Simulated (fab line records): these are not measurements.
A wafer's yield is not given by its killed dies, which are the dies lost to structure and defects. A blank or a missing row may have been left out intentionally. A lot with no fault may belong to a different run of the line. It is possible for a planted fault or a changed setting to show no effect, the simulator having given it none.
Which tool is to blame? | flow n5-finfet | 9 lots with 26 wafers sampled at 5 steps, on a route of 1938 steps

WHAT THE GAUGES SHOWED, per wafer
N5_WELL_APT_CD_MEAS_08: target cd 200 nm.
lot  | measured    | on        | cd-nm (nm)
L929 | day 1 13:44 | cd-sem-01 | 202.3 200.6 200.2
L931 | day 2 01:42 | cd-sem-03 | 199.9 202.4 198.8
L936 | day 3 07:34 | cd-sem-02 | 200.4 201.4 200.0
L939 | day 4 01:34 | cd-sem-03 | 196.7 193.3
L942 | day 4 19:49 | cd-sem-01 | 199.4 197.8 198.2
L945 | day 5 13:49 | cd-sem-02 | 199.6 201.6 201.7
L950 | day 6 19:50 | cd-sem-02 | 200.0 197.4 198.7
L951 | day 7 01:34 | cd-sem-03 | 200.7 201.2 201.0
L952 | day 7 07:44 | cd-sem-02 | 198.7 197.5 200.7

N5_WELL_APT_CD_MEAS_25: target cd 200 nm.
lot  | measured    | on        | cd-nm (nm)
L929 | day 1 14:52 | cd-sem-03 | 200.5 201.8 199.9
L931 | day 2 03:17 | cd-sem-01 | 200.0 198.8 199.7
L936 | day 3 08:43 | cd-sem-02 | 202.6 202.5 201.2
L939 | day 4 02:59 | cd-sem-01 | 199.2 204.2
L942 | day 4 20:56 | cd-sem-03 | 202.1 202.1 201.4
L945 | day 5 15:05 | cd-sem-03 | 199.2 202.2 200.4
L950 | day 6 21:09 | cd-sem-03 | 198.5 201.0 200.2
L951 | day 7 02:41 | cd-sem-03 | 204.2 203.1 204.5
L952 | day 7 08:51 | cd-sem-02 | 198.7 200.2 202.2

N5_WELL_APT_OVL_MEAS_26.
lot  | measured    | on         | PWELL_OVL (nm)
L929 | day 1 14:53 | overlay-01 | -3 0 -7
L931 | day 2 03:19 | overlay-01 | -1 7 0
L936 | day 3 08:45 | overlay-02 | -1 0 2
L939 | day 4 03:01 | overlay-02 | -3 4
L942 | day 4 20:58 | overlay-01 | -2 -1 -3
L945 | day 5 15:07 | overlay-01 | 0 10 -2
L950 | day 6 21:11 | overlay-02 | 2 -7 -6
L951 | day 7 02:43 | overlay-02 | 2 2 7
L952 | day 7 08:53 | overlay-02 | -1 -6 -10

WHICH TOOL RAN EACH LOT (tool, then ch and the chambers of the sampled wafers, then the start)
lot  | N5_ZERO_LAYER_PECVD_02         | N5_WELL_APT_EXPOSE_05
L929 | pecvd-01 ch 0,2, day 1 12:17   | krf-scanner-02 ch 0, day 1 13:34
L931 | pecvd-03 ch 0,1, day 2 00:17   | krf-scanner-01 ch 0, day 2 01:32
L936 | pecvd-03 ch 0,1, day 3 06:17   | krf-scanner-02 ch 0, day 3 07:23
L939 | pecvd-03 ch 0,1, day 4 00:17   | krf-scanner-02 ch 0, day 4 01:23
L942 | pecvd-03 ch 0,1,2, day 4 18:17 | krf-scanner-01 ch 0, day 4 19:39
L945 | pecvd-03 ch 0,1, day 5 12:17   | krf-scanner-01 ch 0, day 5 13:39
L950 | pecvd-04 ch 1,2, day 6 18:17   | krf-scanner-01 ch 0, day 6 19:40
L951 | pecvd-01 ch 1,2, day 7 00:17   | krf-scanner-01 ch 0, day 7 01:23
L952 | pecvd-04 ch 0,1,2, day 7 06:17 | krf-scanner-02 ch 0, day 7 07:34
- N5_ZERO_LAYER_PECVD_02: deposits SiO2 from SiH4/N2O, target thk 10 nm, time 6 s.
- N5_WELL_APT_EXPOSE_05: exposes mask NWELL, defocus 0 nm, target cd 200 nm.

WHAT THE TOOLS THEMSELVES READ (means of the sampled wafers that have a number; where no wafer has one, the mark that the record gives instead)
N5_ZERO_LAYER_PECVD_02.
lot  | tool     | heater-power-w (W) | rf-fwd-power-W (W) | showerhead-plenum-p-Torr (Torr)
L929 | pecvd-01 | 740                | 273.4              | 8.13
L931 | pecvd-03 | 570                | 272.9              | 8.20
L936 | pecvd-03 | 605                | 273.2              | 8.19
L939 | pecvd-03 | 620                | 273.5              | 8.21
L942 | pecvd-03 | 647                | 273.0              | 8.17
L945 | pecvd-03 | 585                | 273.9              | 8.20
L950 | pecvd-04 | 643                | 273.3              | 8.12
L951 | pecvd-01 | 781                | 271.9              | 8.13
L952 | pecvd-04 | 713                | 273.7              | 8.11

N5_WELL_APT_EXPOSE_05.
lot  | tool           | exposure-dose-mJ-cm2
L929 | krf-scanner-02 | 20.296
L931 | krf-scanner-01 | 20.287
L936 | krf-scanner-02 | 20.273
L939 | krf-scanner-02 | 20.282
L942 | krf-scanner-01 | 20.288
L945 | krf-scanner-01 | 20.321
L950 | krf-scanner-01 | 20.261
L951 | krf-scanner-01 | 20.271
L952 | krf-scanner-02 | 20.275

THE ANSWER, worked out from the rows above alone
Rule: usual is defined by the lots themselves. The widest of any qualifying gaps counts: lots, ordered by their means at a reading, are off when they make up no more than a third of the lots, leave a main group of 4 or more, and stand apart from it by 3 or more times the standard deviation of that group's means. A main group is skipped when, at the precision printed for the reading in the tables above, its means are all equal. Also off: a lot with no number at a reading for which 4 or more lots have one. The other lots that the step has rows for count as sound. The gauges are gone through in route order, then the tools' own readings, and for those a lot's mean is taken as printed above. At the first step where some lot is off, the reading lying furthest off is the one used; lots without a number count as furthest.
Off, at N5_WELL_APT_CD_MEAS_08 on cd-nm: L939. For the main group the mean is 200.0 nm and the standard deviation 1.
A tool fits if, at a process step before that reading, it ran every lot that is off, and no sound lot after the first of them. Gauges at N5_WELL_APT_CD_MEAS_08: tried the same way as those tools. No candidate that was tried fits.

WHAT THE SIMULATOR PUT IN
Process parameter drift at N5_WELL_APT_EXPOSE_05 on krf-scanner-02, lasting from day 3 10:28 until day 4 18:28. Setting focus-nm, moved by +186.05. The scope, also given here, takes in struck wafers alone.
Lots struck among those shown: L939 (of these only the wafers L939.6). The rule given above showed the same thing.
